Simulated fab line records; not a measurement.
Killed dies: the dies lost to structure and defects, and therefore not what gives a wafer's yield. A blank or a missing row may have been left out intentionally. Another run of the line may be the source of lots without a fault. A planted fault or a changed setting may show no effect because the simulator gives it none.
Matching of chambers / flow n5Finfet / 3 sister chambers for N5_GATE_CUT_HM_DEP_46 on pecvd-01
The step deposits SiO2 from TEOS/O2, target thk 130 nm, time 26.6 s. 16 wafers are shown with their chamber, then 8 later ones without.

WAFERS WITH THEIR CHAMBER
wafer=L075.2; chamber=1; heaterPowerW (W)=661; showerheadPlenumPTorr (Torr)=8.33; throttleValvePct (%)=18.6
wafer=L075.3; chamber=1; heaterPowerW (W)=665; showerheadPlenumPTorr (Torr)=8.35; throttleValvePct (%)=18.6
wafer=L075.6; chamber=1; heaterPowerW (W)=516; showerheadPlenumPTorr (Torr)=8.34; throttleValvePct (%)=18.4
wafer=L076.1; chamber=2; heaterPowerW (W)=590; showerheadPlenumPTorr (Torr)=8.39; throttleValvePct (%)=18.4
wafer=L076.3; chamber=1; heaterPowerW (W)=579; showerheadPlenumPTorr (Torr)=8.34; throttleValvePct (%)=18.8
wafer=L076.6; chamber=2; heaterPowerW (W)=588; showerheadPlenumPTorr (Torr)=8.35; throttleValvePct (%)=18.2
wafer=L077.2; chamber=0; heaterPowerW (W)=395; showerheadPlenumPTorr (Torr)=8.34; throttleValvePct (%)=18.3
wafer=L077.4; chamber=1; heaterPowerW (W)=628; showerheadPlenumPTorr (Torr)=8.33; throttleValvePct (%)=18.5
wafer=L077.6; chamber=0; heaterPowerW (W)=408; showerheadPlenumPTorr (Torr)=8.34; throttleValvePct (%)=18.3
wafer=L078.2; chamber=2; heaterPowerW (W)=458; showerheadPlenumPTorr (Torr)=8.37; throttleValvePct (%)=18.0
wafer=L078.3; chamber=1; heaterPowerW (W)=640; showerheadPlenumPTorr (Torr)=8.34; throttleValvePct (%)=18.3
wafer=L078.5; chamber=2; heaterPowerW (W)=479; showerheadPlenumPTorr (Torr)=8.37; throttleValvePct (%)=18.1
wafer=L079.1; chamber=2; heaterPowerW (W)=491; showerheadPlenumPTorr (Torr)=8.38; throttleValvePct (%)=18.0
wafer=L079.5; chamber=0; heaterPowerW (W)=416; showerheadPlenumPTorr (Torr)=8.35; throttleValvePct (%)=18.0
wafer=L079.6; chamber=2; heaterPowerW (W)=509; showerheadPlenumPTorr (Torr)=8.36; throttleValvePct (%)=18.2
wafer=L080.1; chamber=2; heaterPowerW (W)=563; showerheadPlenumPTorr (Torr)=8.36; throttleValvePct (%)=18.3

SIGNATURES (means of the wafers above)
reading=heaterPowerW; chamber 0=406.33; chamber 1=614.83; chamber 2=525.43; scatter within a chamber=51.4
reading=showerheadPlenumPTorr; chamber 0=8.3433; chamber 1=8.3383; chamber 2=8.3686; scatter within a chamber=0.0105
reading=throttleValvePct; chamber 0=18.200; chamber 1=18.533; chamber 2=18.171; scatter within a chamber=0.164
Rule: distance of a wafer from a chamber = root of the sum over the readings of ((wafer's reading minus chamber's mean) / reading's scatter) squared. The wafer belongs to the nearest chamber; if the next one is less than 2 further off, it can't be placed. The scatter: the root of (the sum of the squares of (reading less its chamber's mean) over the shown wafers, divided by (wafers less chambers)).

WAFERS WITH NO CHAMBER GIVEN
wafer=L080.3; heaterPowerW (W)=508; showerheadPlenumPTorr (Torr)=8.36; throttleValvePct (%)=18.4
wafer=L080.5; heaterPowerW (W)=451; showerheadPlenumPTorr (Torr)=8.33; throttleValvePct (%)=18.6
wafer=L081.1; heaterPowerW (W)=425; showerheadPlenumPTorr (Torr)=8.37; throttleValvePct (%)=18.5
wafer=L081.2; heaterPowerW (W)=594; showerheadPlenumPTorr (Torr)=8.34; throttleValvePct (%)=18.0
wafer=L081.4; heaterPowerW (W)=625; showerheadPlenumPTorr (Torr)=8.36; throttleValvePct (%)=18.3
wafer=L088.1; heaterPowerW (W)=426; showerheadPlenumPTorr (Torr)=8.34; throttleValvePct (%)=18.6
wafer=L088.4; heaterPowerW (W)=415; showerheadPlenumPTorr (Torr)=8.34; throttleValvePct (%)=18.4
wafer=L088.5; heaterPowerW (W)=579; showerheadPlenumPTorr (Torr)=8.37; throttleValvePct (%)=18.4

EACH ONE'S CHAMBER
wafer=L080.3; from the rows above=can't be placed: 2 or 0 or 1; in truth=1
wafer=L080.5; from the rows above=can't be placed: 0 or 1 or 2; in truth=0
wafer=L081.1; from the rows above=can't be placed: 2 or 0 or 1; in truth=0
wafer=L081.2; from the rows above=can't be placed: 2 or 1 or 0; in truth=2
wafer=L081.4; from the rows above=can't be placed: 2 or 1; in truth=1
wafer=L088.1; from the rows above=can't be placed: 0 or 1 or 2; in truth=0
wafer=L088.4; from the rows above=0; in truth=0
wafer=L088.5; from the rows above=can't be placed: 2 or 1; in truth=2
Correctly placed: 1 of 8. Can't be placed from these rows: 7 (the true chamber is among the candidates in 7). 0 placed wrongly.
